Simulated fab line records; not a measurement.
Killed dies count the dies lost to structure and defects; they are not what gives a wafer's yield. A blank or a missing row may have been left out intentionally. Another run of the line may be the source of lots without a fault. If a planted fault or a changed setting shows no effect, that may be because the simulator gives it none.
fab line records ; flow n5Finfet
record lots=6; wafers=16; lastDay=18
route steps=1938 shown BEOL_M3@1009 BEOL_M4@1021 PASSIVATION@1936
lots that met no fault: from a run of the same line without faults
startH: hours from the record's opening day to when the first of the lot's shown wafers began ; waitH: how many hours have passed since the lot's step before this one ; " identical to the entry in the row above ; L1.1+2: a row that stands for several wafers ; - either no value or no given start ; * or withheld: withheld ; < > ~ a bound
route shown NAME@n: a module of which the file shows steps, and the number in the route of the first ; usual: mean and standard deviation over wafers with no fault ; same: alike in all rows ; chamber/n: place in a boat ; sites: readings site by site ; _std_site: standard deviation of those values ; _edge_site: inner sites' mean taken away from outer sites' mean ; radiusMm: how far each site lies from the wafer's centre ; mask NAME#n: copy n ; behind: the most recent tool/chamber to have shaped the wafer ; hold: cause of the lot's hold/its duration in hours/its outcome ; device: which transistor (n, p or np) failed to switch ; end of line: the route-end tests of the same wafers ; where a step has no rows: the recipe by itself ; killed: the dies lost at the first sort to structure and to defects; this is not the yield of the wafer ; map: shows each die of a wafer: x if killed, . if not, _ if none is there
set.NAME: the setting the step ran with; set.NAME@STEP: the setting that earlier step ran with ; model.NAME: the simulator's own value behind a step, which no gauge read
lots at some steps of the route; a table a step, a row a wafer
services: when a tool's chamber went out of use (startH, in hours from the record's first day, below 0 if earlier), for how many hours, and the reason
## steps
# step N5_BEOL_M3_ANNEAL_95
# recipe tempC=400; timeS=240; ambient=vacuum
# usual heaterPowerW=760/79
# same timeS=240
lot.wafer;tool;chamber;startH;waitH;heaterPowerW
L748.1;pvdSputter-03;-;197.78;0.0;649
L748.3;pvdSputter-03;-;197.78;0.0;827
L748.4;pvdSputter-03;-;197.78;0.0;705
L749.4;pvdSputter-03;-;200.44;0.0;657
L749.5;pvdSputter-03;-;200.44;0.0;640
L749.6;pvdSputter-03;-;200.44;0.0;731
L759.1;pvdSputter-02;-;258.76;0.0;819
L759.2;pvdSputter-02;-;258.76;0.0;815
L759.5;pvdSputter-02;-;258.76;0.0;831
L760.2;pvdSputter-01;-;265.01;0.0;796
L760.3;pvdSputter-01;-;265.01;0.0;949
L761.2;pvdSputter-01;-;278.56;0.0;621
L761.3;pvdSputter-01;-;278.56;0.0;767
L764.2;pvdSputter-01;-;288.02;0.0;924
L764.5;pvdSputter-01;-;288.02;0.0;629
L764.6;pvdSputter-01;-;288.02;0.0;787
# step N5_BEOL_M3_SPUTTER_96
# recipe material=Cu; targetThkA=45; tempC=-20; chamberPressurePa=0.07; powerW=withheld; timeS=8.29
# usual throttleValvePct=30.3/1.2
# same timeS=8.29
lot.wafer;tool;chamber;startH;waitH;throttleValvePct
L748.1;pvdSputter-03;-;197.92;0.1;32.6
L748.3;pvdSputter-03;-;197.92;0.1;31.9
L748.4;pvdSputter-03;-;197.92;0.1;28.7
L749.4;pvdSputter-03;-;200.58;0.1;32.5
L749.5;pvdSputter-03;-;200.58;0.1;32.7
L749.6;pvdSputter-03;-;200.58;0.1;30.2
L759.1;pvdSputter-02;-;258.90;0.1;30.3
L759.2;pvdSputter-02;-;258.90;0.1;30.7
L759.5;pvdSputter-02;-;258.90;0.1;30.1
L760.2;pvdSputter-01;-;265.15;0.1;30.1
L760.3;pvdSputter-01;-;265.15;0.1;30.3
L761.2;pvdSputter-01;-;278.70;0.1;30.2
L761.3;pvdSputter-01;-;278.70;0.1;30.1
L764.2;pvdSputter-01;-;288.16;0.1;30.5
L764.5;pvdSputter-01;-;288.16;0.1;30.0
L764.6;pvdSputter-01;-;288.16;0.1;30.0
# step N5_BEOL_M3_ECD_50
# recipe material=Cu; targetThkA=3000
# step N5_BEOL_M3_ANNEAL_51
# recipe tempC=225; timeS=90; ambient=N2
# usual wafer_temp_C_max=225.60/0.22
# same timeS=90
lot.wafer;tool;chamber;startH;waitH;wafer_temp_C_max
L748.1;rtpAnneal-02;0;198.12;0.1;225.67
L748.3;rtpAnneal-02;0;198.12;0.1;225.65
L748.4;rtpAnneal-02;0;198.12;0.1;225.45
L749.4;rtpAnneal-02;0;200.91;0.2;225.80
L749.5;rtpAnneal-02;0;200.91;0.2;225.58
L749.6;rtpAnneal-02;0;200.91;0.2;225.88
L759.1;rtpAnneal-01;0;259.10;0.1;225.66
L759.2;rtpAnneal-01;0;259.10;0.1;225.65
L759.5;rtpAnneal-01;0;259.10;0.1;226.01
L760.2;rtpAnneal-01;0;265.39;0.1;225.74
L760.3;rtpAnneal-01;0;265.39;0.1;225.35
L761.2;rtpAnneal-01;0;278.94;0.1;225.75
L761.3;rtpAnneal-01;0;278.94;0.1;225.58
L764.2;rtpAnneal-01;0;288.49;0.2;225.40
L764.5;rtpAnneal-01;0;288.49;0.2;226.27
L764.6;rtpAnneal-01;0;288.49;0.2;225.74
# step N5_BEOL_M3_CMP_52
# recipe stopOn=SiOC; tOverpolishS=6.8; downForcePsi=1; platenRpm=50; clearingPlatenDownForcePsi=1.5; clearingPlatenRpm=50; postCmpClean=cuAlkaline; targetThkNm=40; clearingPlatenPadVelocityMS=0.99484; padVelocityMS=0.99484
# usual barrierFieldEndpointS=24.6/0.54; motorCurrentA=6.4/0.87; overpolishRunS=6.800/0.0089; timeToEndpointS=63.0/2.9
lot.wafer;tool;chamber;startH;waitH;barrierFieldEndpointS;motorCurrentA;overpolishRunS;timeToEndpointS
L748.3;cmp-01;3;198.42;0.2;24.0;8.1;6.809;60.8
L748.1;cmp-01;1;198.42;0.2;24.0;6.3;6.794;62.6
L748.4;cmp-01;2;198.42;0.2;25.0;4.9;6.802;64.7
L749.4;cmp-01;3;201.13;0.2;24.7;8.2;6.797;60.4
L749.5;cmp-01;2;201.13;0.2;24.6;4.6;6.797;62.4
L749.6;cmp-01;3;201.13;0.2;24.5;8.5;6.815;60.8
L759.2;cmp-03;0;259.39;0.2;24.0;5.5;6.799;66.5
L759.1;cmp-03;3;259.39;0.2;25.2;6.2;6.803;69.8
L759.5;cmp-03;0;259.39;0.2;24.7;5.8;6.784;66.5
L760.3;cmp-01;3;265.74;0.3;24.1;8.0;6.800;65.4
L760.2;cmp-01;0;265.74;0.3;24.5;7.3;6.803;65.1
L761.3;cmp-02;3;279.23;0.2;24.3;5.8;6.804;61.2
L761.2;cmp-02;1;279.23;0.2;23.7;6.6;6.789;58.8
L764.2;cmp-03;3;288.79;0.3;24.1;6.3;6.799;63.9
L764.6;cmp-03;2;288.79;0.3;24.5;7.2;6.814;62.6
L764.5;cmp-03;3;288.79;0.3;24.1;6.6;6.785;64.2
# step N5_BEOL_M3_THK_MEAS_53
# recipe thkMeasGauge=xrf; reads=Cu_of_BEOL_M3_ECD_50
# usual M3_THK=40.2/1.3
lot.wafer;tool;chamber;startH;waitH;M3_THK[nm]
L748.1;filmMetro-02;-;198.71;-;39.5
L748.3;filmMetro-02;-;198.71;-;40.0
L748.4;filmMetro-02;-;198.71;-;40.5
L749.4;filmMetro-02;-;201.39;-;41.3
L749.5;filmMetro-02;-;201.39;-;40.7
L749.6;filmMetro-02;-;201.39;-;40.4
L759.1;filmMetro-02;-;259.69;-;39.6
L759.2;filmMetro-02;-;259.69;-;39.0
L759.5;filmMetro-02;-;259.69;-;40.2
L760.2;filmMetro-01;-;265.96;-;40.6
L760.3;filmMetro-01;-;265.96;-;40.3
L761.2;filmMetro-01;-;279.49;-;40.0
L761.3;filmMetro-01;-;279.49;-;38.0
L764.2;filmMetro-02;-;289.05;-;41.2
L764.5;filmMetro-02;-;289.05;-;42.2
L764.6;filmMetro-02;-;289.05;-;40.8
# step N5_BEOL_M3_PRE_CLEAN_60
# recipe gas=NH3/H2; timeS=15; tempC=*; rfPowerW=300
# usual heaterPowerW=99/17
# same timeS=15
lot.wafer;tool;chamber;startH;waitH;heaterPowerW
L748.1;cvdCo-02;1;198.75;0.0;80
L748.3;cvdCo-02;2;198.75;0.0;97
L748.4;cvdCo-02;1;198.75;0.0;79
L749.4;cvdCo-01;0;201.44;0.1;111
L749.5;cvdCo-01;2;201.44;0.1;89
L749.6;cvdCo-01;1;201.44;0.1;119
L759.1;cvdCo-01;1;259.73;0.0;120
L759.2;cvdCo-01;2;259.73;0.0;91
L759.5;cvdCo-01;0;259.73;0.0;117
L760.2;cvdCo-01;2;266.00;0.0;91
L760.3;cvdCo-01;1;266.00;0.0;118
L761.2;cvdCo-02;1;279.52;0.0;79
L761.3;cvdCo-02;2;279.52;0.0;97
L764.2;cvdCo-01;1;289.09;0.0;119
L764.5;cvdCo-01;2;289.09;0.0;89
L764.6;cvdCo-01;1;289.09;0.0;121
# step N5_BEOL_M3_CO_CAP_55
# recipe material=Co; targetThkA=20; tempC=200; precursor=CCTBA/H2; pressureTorr=30; timeS=102.1
# step N5_BEOL_M3_PRE_CLEAN_56
# recipe gas=NH3; timeS=15; tempC=withheld; rfPowerW=300
# step N5_BEOL_M3_DEP_57
# recipe material=SiCN; targetThkA=80; tempC=withheld; precursor=3MS/NH3; pressureTorr=3; rfW=202; timeS=14
# step N5_BEOL_M3_RS_MEAS_58
# recipe thkMeasGauge=four-point-probe; reads=Co_of_BEOL_M3_CO_CAP_55+Cu_of_BEOL_M3_ECD_50+Co_of_BEOL_M3_CVD_47+TaN_of_BEOL_M3_ALD_84
# usual M3_RS=0.667/0.028
lot.wafer;tool;chamber;startH;waitH;M3_RS[ohm/sq]
L748.1;filmMetro-01;-;198.97;0.0;0.696
L748.3;filmMetro-01;-;198.97;0.0;0.672
L748.4;filmMetro-01;-;198.97;0.0;0.666
L749.4;filmMetro-01;-;201.65;0.0;0.648
L749.5;filmMetro-01;-;201.65;0.0;0.655
L749.6;filmMetro-01;-;201.65;0.0;0.666
L759.1;filmMetro-01;-;259.95;0.0;0.679
L759.2;filmMetro-01;-;259.95;0.0;0.688
L759.5;filmMetro-01;-;259.95;0.0;0.666
L760.2;filmMetro-01;-;266.22;0.1;0.668
L760.3;filmMetro-01;-;266.22;0.1;0.665
L761.2;filmMetro-01;-;279.75;0.1;0.675
L761.3;filmMetro-01;-;279.75;0.1;0.725
L764.2;filmMetro-02;-;289.31;0.1;0.647
L764.5;filmMetro-02;-;289.31;0.1;0.624
L764.6;filmMetro-02;-;289.31;0.1;0.654
# step N5_BEOL_M3_INSPECT_59
# recipe inspectInstrument=darkfield; mode=postDep
# usual rawDefectCount=78/23
lot.wafer;tool;chamber;startH;waitH;rawDefectCount
L748.1;defectInspect-02;-;199.00;0.0;121
L748.3;defectInspect-02;-;199.00;0.0;135
L748.4;defectInspect-02;-;199.00;0.0;129
L749.4;defectInspect-01;-;201.67;0.0;64
L749.5;defectInspect-01;-;201.67;0.0;35
L749.6;defectInspect-01;-;201.67;0.0;34
L759.1;defectInspect-02;-;259.98;0.0;84
L759.2;defectInspect-02;-;259.98;0.0;95
L759.5;defectInspect-02;-;259.98;0.0;76
L760.2;defectInspect-02;-;266.25;0.0;61
L760.3;defectInspect-02;-;266.25;0.0;80
L761.2;defectInspect-01;-;279.77;0.0;117
L761.3;defectInspect-01;-;279.77;0.0;79
L764.2;defectInspect-02;-;289.34;0.0;132
L764.5;defectInspect-02;-;289.34;0.0;99
L764.6;defectInspect-02;-;289.34;0.0;76
# step N5_BEOL_M4_ILD_DEP_00
# recipe material=SiOC; targetThkA=790; tempC=350; precursor=DEMS/O2; pressureTorr=5; rfW=500; timeS=15.3
# usual heaterPowerW=463/57; showerheadPlenumPTorr=5.692/0.019; showerheadVppV=1406/55; susceptorTempC=350.00/0.21; throttleValvePct=12.1/0.6
# same timeS=15.3
lot.wafer;tool;chamber;startH;waitH;heaterPowerW;showerheadPlenumPTorr;showerheadVppV;susceptorTempC;throttleValvePct
L748.1;pecvd-01;1;199.03;0.0;395;5.722;1412;349.99;12.2
L748.3;pecvd-01;2;199.03;0.0;384;5.674;1445;349.78;11.2
L748.4;pecvd-01;0;199.03;0.0;466;5.690;1332;349.96;12.1
L749.4;pecvd-03;2;201.72;0.1;458;5.673;1326;350.33;11.3
L749.5;pecvd-03;2;201.72;0.1;460;5.660;1352;350.35;11.3
L749.6;pecvd-03;0;201.72;0.1;582;5.706;1389;349.73;12.5
L759.1;pecvd-02;1;260.01;0.0;391;5.702;1453;349.81;12.8
L759.2;pecvd-02;2;260.01;0.0;364;5.663;1331;349.94;11.0
L759.5;pecvd-02;1;260.01;0.0;392;5.703;1452;350.11;12.7
L760.2;pecvd-03;1;266.28;0.0;443;5.706;1485;350.23;12.9
L760.3;pecvd-03;2;266.28;0.0;527;5.685;1307;356.62;11.2
L761.2;pecvd-03;0;279.81;0.0;561;5.713;1390;349.80;12.1
L761.3;pecvd-03;2;279.81;0.0;539;5.687;1341;356.27;11.1
L764.2;pecvd-02;1;289.38;0.0;406;5.701;1464;350.14;12.5
L764.5;pecvd-02;0;289.38;0.0;505;5.662;1456;350.29;12.1
L764.6;pecvd-02;1;289.38;0.0;401;5.714;1441;350.31;12.7
# step N5_BEOL_M4_THK_MEAS_01
# recipe reads=SiOC_of_BEOL_M4_ILD_DEP_00
# usual M4_ILD_THK=78.9/0.96
lot.wafer;tool;chamber;startH;waitH;M4_ILD_THK[nm]
L748.1;filmMetro-02;-;199.10;0.0;78.1
L748.3;filmMetro-02;-;199.10;0.0;78.5
L748.4;filmMetro-02;-;199.10;0.0;78.8
L749.4;filmMetro-01;-;201.79;0.1;80.5
L749.5;filmMetro-01;-;201.79;0.1;79.5
L749.6;filmMetro-01;-;201.79;0.1;80.1
L759.1;filmMetro-02;-;260.08;0.0;76.6
L759.2;filmMetro-02;-;260.08;0.0;77.5
L759.5;filmMetro-02;-;260.08;0.0;78.1
L760.2;filmMetro-02;-;266.35;0.1;78.0
L760.3;filmMetro-02;-;266.35;0.1;78.3
L761.2;filmMetro-01;-;279.88;0.1;78.1
L761.3;filmMetro-01;-;279.88;0.1;76.6
L764.2;filmMetro-01;-;289.44;0.1;78.6
L764.5;filmMetro-01;-;289.44;0.1;79.6
L764.6;filmMetro-01;-;289.44;0.1;80.2
# step N5_BEOL_M4_RC_MEAS_101
# usual DIBL_N=36.5/1.4; DIBL_P=36.6/1.6; IOFF_N=0.160/0.024; IOFF_P=0.217/0.029; ION_N=674/8.7; ION_P=464/6.5; SS_N=71.6/0.47; SS_P=73.4/0.57; VT_N=250.0/2.5; VT_P=-250/3.1
lot.wafer;tool;chamber;startH;waitH;DIBL_N[mV/V];DIBL_P[mV/V];IOFF_N[nA/um];IOFF_P[nA/um];ION_N[uA/um];ION_P[uA/um];SS_N[mV/dec];SS_P[mV/dec];VT_N[mV];VT_P[mV]
L748.1;prober-01;0;212.81;0.0;38.4;38.6;0.199;0.267;691;474;71.7;73.6;247.0;-245
L748.3;prober-01;0;212.81;0.0;35.3;34.4;0.143;0.201;674;467;71.5;72.9;249.6;-248
L748.4;prober-01;0;212.81;0.0;37.0;36.6;0.163;0.229;667;465;71.8;73.7;250.6;-246
L749.4;prober-01;0;216.48;0.5;38.5;37.2;0.182;0.244;677;469;72.0;73.7;246.1;-248
L749.5;prober-01;0;216.48;0.5;38.2;38.1;0.179;0.262;672;468;72.0;73.8;250.8;-248
L749.6;prober-01;0;216.48;0.5;34.9;32.6;0.116;0.173;658;464;71.0;72.9;254.1;-251
L759.1;prober-02;0;270.15;0.0;37.9;37.6;0.159;0.218;668;463;71.7;73.2;252.3;-251
L759.2;prober-02;0;270.15;0.0;37.6;37.4;0.159;0.213;669;464;71.7;73.4;252.0;-251
L759.5;prober-02;0;270.15;0.0;36.2;36.4;0.139;0.197;663;458;71.4;73.1;249.7;-250
L760.2;prober-01;0;278.10;0.2;34.3;35.8;0.130;0.185;659;456;71.4;73.3;254.4;-252
L760.3;prober-01;0;278.10;0.2;33.7;35.7;0.128;0.182;660;456;71.2;72.3;254.5;-254
L761.2;prober-02;0;289.12;0.2;34.8;35.7;0.137;0.188;669;462;71.1;73.2;250.9;-255
L761.3;prober-02;0;289.12;0.2;36.4;36.4;0.147;0.208;666;460;72.1;73.9;252.5;-251
L764.2;prober-01;0;301.30;0.2;35.7;38.0;0.155;0.196;675;458;72.1;73.3;251.8;-252
L764.5;prober-01;0;301.30;0.2;35.5;38.1;0.153;0.204;680;462;71.6;73.2;251.5;-252
L764.6;prober-01;0;301.30;0.2;37.5;41.2;0.203;0.257;684;467;71.7;73.7;249.2;-248
# step N5_PASSIVATION_PROBE_49
# usual defectLimitedYield=91.2/1.4; killed_at_M0_to_M3=34/9.4; killed_at_M4_up=13/5.8; killedAtContacts=13/6.4; killedAtFrontEnd=41/11; killedAtOther=3.1/2.3; killedDies=103/16; killedOpen=69/12; killedShort=33/7.8; sort_bin_5_function=5.1/0.91; sort_bin_6_memory=3.3/0.63; sortNPass=1077/16; sortYieldPct=91.2/1.4
# same grossDies=1180; killedAtBackSide=0; sort_bin_4_leakage[%]=0; sort_bin_8_speed[%]=0
lot.wafer;tool;chamber;startH;waitH;defectLimitedYield[%];killed_at_M0_to_M3;killed_at_M4_up;killedAtContacts;killedAtFrontEnd;killedAtOther;killedDies;killedOpen;killedShort;sort_bin_5_function[%];sort_bin_6_memory[%];sortNPass;sortYieldPct[%]
L759.1;prober-01;-;425.92;0.0;90.9;26;4;3;71;3;107;70;33;5.3;3.0;1073;90.9
L759.2;prober-01;-;425.97;0.1;90.3;32;10;15;55;3;115;71;44;6.4;2.8;1065;90.3
L759.5;prober-01;-;426.12;0.2;92.3;21;8;7;53;2;91;56;35;3.6;3.9;1089;92.3
# killed by level:class
L759.1 FIN_SAQP:geometricParticle:open=24 STI_FIN_REVEAL:geometricParticle:open=15 FIN_SAQP:geometricParticle:short=12 GATE_CUT:geometricParticle:short=5 BEOL_M1:geometricParticle:short=5 BEOL_M0_SAQP:geometricParticle:short=4 BEOL_M1:geometricParticle:open=4 BEOL_M2:geometricParticle:open=4
L759.2 FIN_SAQP:geometricParticle:open=13 FIN_SAQP:geometricParticle:short=11 BEOL_M2:geometricParticle:open=11 MOL_CONTACT_COAG:geometricParticle:open=9 STI_FIN_REVEAL:geometricParticle:open=8 GATE_CUT:geometricParticle:short=8 MOL_CONTACT_COAG:geometricParticle:short=6 BEOL_M1:geometricParticle:open=6
L759.5 FIN_SAQP:geometricParticle:open=14 DUMMY_GATE:geometricParticle:open=9 GATE_CUT:geometricParticle:short=7 MOL_CONTACT_COAG:geometricParticle:open=6 FIN_SAQP:geometricParticle:short=5 BEOL_M0_SAQP:geometricParticle:short=5 BEOL_M0_SAQP:geometricParticle:open=5 STI_FIN_REVEAL:geometricParticle:short=4
## services
tool;chamber;startH;hours;kind
pecvd-03;1;182.27;23.1;repair
cmp-02;-;194.36;2.7;repair
cmp-03;-;198.27;1.0;repair
pecvd-02;2;202.38;-;clean
pecvd-02;2;202.38;-;consumableReplace:showerhead
pecvd-02;2;202.38;29.0;scheduledDown
pecvd-02;2;202.38;29.0;ventCycle
pecvd-03;-;204.38;14.6;pm
cmp-02;-;218.33;5.7;pm
pecvd-02;0;222.07;5.5;scheduledDown
pecvd-02;-;227.83;0.8;repair
cmp-02;-;247.72;1.5;repair
pecvd-03;2;250.98;2.1;scheduledDown
pecvd-02;1;254.31;5.5;scheduledDown
cmp-02;-;263.21;4.0;pm
cvdCo-01;-;264.18;1.5;repair
cmp-02;-;267.21;-;consumableReplace:conditioner
cmp-01;-;272.53;4.6;pm
pecvd-01;1;273.93;5.5;scheduledDown
pecvd-03;-;275.77;0.4;repair
pecvd-03;-;280.65;5.5;pm
cmp-03;-;282.73;4.0;pm
cmp-03;-;286.73;-;consumableReplace:conditioner
cmp-03;-;286.73;-;consumableReplace:pad
## key
firstSign step=N5_BEOL_M4_ILD_DEP_00; reading=susceptorTempC; direction=up; sigmas=31; usual=*; struck=*
effect none on later readings
metAt N5_BEOL_M4_ILD_DEP_00
struckWafers L760.3,L761.3
onsetBetween 201.72 266.28
fault kind=processParameterDrift; tool=pecvd-03; chamber=2; onsetH=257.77; steps=N5_BEOL_M4_ILD_DEP_00; channel=tempC; offset=*; shape=step; actsIn=*; stated=*
